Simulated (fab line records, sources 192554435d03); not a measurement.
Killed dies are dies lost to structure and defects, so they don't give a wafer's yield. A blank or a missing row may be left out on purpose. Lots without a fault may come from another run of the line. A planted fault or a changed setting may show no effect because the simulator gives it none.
Problem report in the 8D (eight disciplines) form, filled by code | flow n5_finfet | the parts of the form that need people (team, actions taken, sign-off) are left out

1. THE PROBLEM
etch_rf_on_time_s at N5_MOL_CONTACT_COAG_ETCH_90 reads a mean of 38.2 s on 1 wafer of 1 lot; wafers without a fault read 21.7 s with a standard deviation of 0.66. That is +25 standard deviations from the usual mean.
The step: etches SiARC in CF4, target depth 13 nm, time 21.7 s.
First seen on wafer L130.3, day 7 15:28, on rie_diel-05. The record holds 32 wafers of 11 lots with a number at this step. Rule for "out", or "out of limits": more than 4 standard deviations from the usual mean. The other wafers with a number count as sound.

2. WHAT IT IS AND WHAT IT IS NOT
question                    | is                | is not
which readings at this step | etch_rf_on_time_s | drypump_motor_current_A, mfc_ar_sccm, rf_vpp_V, showerhead_plenum_p_Torr, throttle_valve_pct
which lots                  | L130              | L120, L121, L122, L123, L132, L133, L137, L141, L142, L143
which wafers of those lots  | L130.3            | L130.2, L130.6
read on which tools         | rie_diel-05       | rie_diel-02, rie_diel-06
when                        | from day 7 15:28  | up to then (13 sound wafers); but 18 sound wafers of L132, L133, L137, L141, L142, L143 came after

3. SUSPECTS, AND WHAT RULES EACH OUT
Counting: a tool at a process step up to the reading stays a suspect if it ran every lot that is out. Sound lots after the first of them don't rule it out here, since some wafers of a struck lot are sound.
- pvd_sputter-01 at N5_MOL_CONTACT_COAG_SPUTTER_130 (material Co, target thk 47.5 nm): kept. It ran the lot that is out, L130 (day 7 11:25); its last sound lot up to then is L123 (day 5 15:41).
- rie_diel-05 at N5_MOL_CONTACT_COAG_ETCH_89 (etches underlayer in N2/H2, target depth 13 nm, time 10.4 s): kept. It ran the lot that is out, L130 (day 7 15:27); its last sound lot up to then is L123 (day 5 20:00).
- rie_diel-05 at N5_MOL_CONTACT_COAG_ETCH_90 (etches SiARC in CF4, target depth 13 nm, time 21.7 s): kept. It ran the lot that is out, L130 (day 7 15:28); its last sound lot up to then is L123 (day 5 20:01). Its own readings are out on those wafers: etch_rf_on_time_s.
Left after counting: pvd_sputter-01 at N5_MOL_CONTACT_COAG_SPUTTER_130, rie_diel-05 at N5_MOL_CONTACT_COAG_ETCH_89, rie_diel-05 at N5_MOL_CONTACT_COAG_ETCH_90.

4. THE CAUSE (what the simulator had put in)
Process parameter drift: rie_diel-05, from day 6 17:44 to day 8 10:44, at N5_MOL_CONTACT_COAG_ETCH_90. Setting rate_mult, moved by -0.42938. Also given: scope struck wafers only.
Counting left 3 suspects, and this tool is among them.

5. THE CHAIN OF EFFECTS, in route order
Each row: a reading whose mean over the struck wafers that have a number lies more than 3 standard deviations from the usual. Only readings for which the record gives a usual standard deviation are gone through. hours: the time from each lot's start at the first step in this table that gives one to its start at this step, as a median over the lots. sigmas: the change in usual standard deviations.
hours | step                        | reading           | usual  | on struck wafers | change | sigmas
0     | N5_MOL_CONTACT_COAG_ETCH_90 | etch_rf_on_time_s | 21.7 s | 38.2             | +16.5  | +25
The process steps in it:
- N5_MOL_CONTACT_COAG_ETCH_90: etches SiARC in CF4, target depth 13 nm, time 21.7 s.

6. WHAT WOULD HAVE CAUGHT IT SOONER
In this record the first reading out of limits was taken at day 7 15:28, 22 hours after the fault began at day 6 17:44.
